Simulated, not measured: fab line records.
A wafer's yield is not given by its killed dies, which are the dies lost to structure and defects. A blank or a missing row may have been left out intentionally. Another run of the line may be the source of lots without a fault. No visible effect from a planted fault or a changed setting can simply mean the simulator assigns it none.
Chamber matching | flow nand_harc | NHARC_P_BONDPAD_CMP_19 on cmp-01: 4 sister chambers
The step polishes, t overpolish 30 s, cu recess touch 16 s, target thk 160.81 nm. 4 wafers are shown with their chamber, then 7 later ones without.

EACH WAFER AND ITS CHAMBER
wafer  | chamber | motor_current_A (A)
L547.6 | 3       | 11.9
L548.5 | 1       | 12.0
L548.6 | 0       | 12.4
L553.1 | 2       | 14.9

WAFERS WITH NO CHAMBER GIVEN
wafer  | motor_current_A (A)
L553.4 | 12.9
L552.1 | 12.2
L552.3 | 12.6
L552.4 | 11.3
L562.2 | 14.1
L562.3 | 12.9
L562.6 | 13.1

WHICH CHAMBER EACH ONE RAN IN
wafer  | from the rows above          | in truth
L553.4 | can't be placed: 0 or 1 or 3 | 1
L552.1 | can't be placed: 1 or 0 or 3 | 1
L552.3 | can't be placed: 0 or 1 or 3 | 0
L552.4 | can't be placed: 3 or 1 or 0 | 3
L562.2 | can't be placed: 2 or 0      | 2
L562.3 | can't be placed: 0 or 1 or 3 | 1
L562.6 | can't be placed: 0 or 1 or 3 | 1
Correctly placed: 0 of 7. Can't be placed from these rows: 7 (the true chamber is among the candidates in 7). Number placed wrongly: 0.
How it was worked out, from the rows above alone: a wafer's distance from a chamber is the root of the sum, over the readings, of the square of ((its reading less the chamber's mean) divided by the reading's scatter). If the next closest chamber is less than 2 further off than the closest, the wafer can't be placed; otherwise it belongs to the closest. A chamber's mean is the mean of its shown wafers. The scatter (one wafer shown for each chamber): square how far every hidden wafer sits from the nearest shown wafer, average those squares and take the square root.
